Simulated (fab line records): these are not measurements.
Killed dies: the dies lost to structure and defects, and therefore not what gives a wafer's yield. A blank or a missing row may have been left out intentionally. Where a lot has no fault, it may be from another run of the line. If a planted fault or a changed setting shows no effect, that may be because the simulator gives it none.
Struck lot and sound lot, side by side + flow nand_harc + 13 out of 1302 route steps
Sound: the wafers L908.2, L908.3, L908.4. Wafers L917.3, L917.4, L917.5 were the ones struck. Last of all comes the cause.
Per side, at each step with rows, come the tool, then ch with its chambers, and then its first start. Under that, the readings that differ: sound wafers + struck wafers + difference of the means + sigmas: that difference in standard deviations of wafers without a fault.
alike: readings whose means differ by less than 2 such deviations, and words and numbers that are the same on both sides. not compared: withheld readings, readings that some wafer has no value for, bounds like >300 that may hide the same value, and numbers for which the record gives no deviation and whose values overlap.
A row with sigmas, a row that says differs or no value, or rows on one side alone: a step with any of these is where the two part. Non-overlapping numbers with no deviation appear without sigmas and do not part them. A reading missing from all wafers of one side parts the sides only when that side holds two or more wafers.

NHARC_A_DECK1_JOINT_CMP_13: polishes, target thk 51.023 nm.
  sound on cmp-04 ch 1,2,3, day 12 01:17; struck on cmp-04 ch 0,1,3, day 15 07:52
  alike: edge_zone_pressure_frac, motor_current_A, time_to_endpoint_s
NHARC_A_DECK1_JOINT_THK_MEAS_14: measures by ellipsometry.
  sound on film_metro-01 at day 12 01:32; struck on film_metro-01 at day 15 08:06
  alike: thk_nm
then, 1 step without rows for these wafers: NHARC_A_DECK1_JOINT_SRD_04.
NHARC_A_DECK1_JOINT_ETCHBACK_00: etches the open film in HBr, target depth 30 nm, time 17.4 s.
  sound on rie_si-06 ch 1,2,3, day 12 01:40; struck on rie_si-05 ch 0,3, day 15 08:14
  alike: chamber_pressure_mTorr, drypump_motor_current_A, he_backside_leak_sccm, oes_product_au, throttle_valve_pct
  not compared: rf_hours_counter_h
then, 8 steps without rows for these wafers: NHARC_A_DECK1_JOINT_PRECLEAN_30 (cleans in SC1); NHARC_A_DECK1_JOINT_SRD_31; NHARC_A_DECK1_JOINT_CVD_34 (deposits SiNx, target thk 20 nm); NHARC_A_DECK1_JOINT_DEP_06 (deposits SiOx, target thk 80 nm); NHARC_A_DECK1_JOINT_CURE_26 (time 32 s); NHARC_A_DECK1_JOINT_ANNEAL_27 (time 3600 s); NHARC_A_DECK1_JOINT_ANNEAL_28 (time 1800 s); NHARC_A_DECK1_JOINT_ANNEAL_29 (time 1800 s).
NHARC_A_DECK1_JOINT_CMP_02: polishes SiOx.
  sound on cmp-02 ch 0,2,3, day 12 22:12; struck on cmp-04 ch 0,1,3, day 16 05:25
  no value came back on the struck wafers for edge_zone_pressure_frac, motor_current_A (A); on the sound wafers edge_zone_pressure_frac reads 0.995 1.002 0.994

## WHERE THEY PART
At NHARC_A_DECK1_JOINT_CMP_02 and nowhere else, as far as this record goes.

WHY: what had been put in by the simulator
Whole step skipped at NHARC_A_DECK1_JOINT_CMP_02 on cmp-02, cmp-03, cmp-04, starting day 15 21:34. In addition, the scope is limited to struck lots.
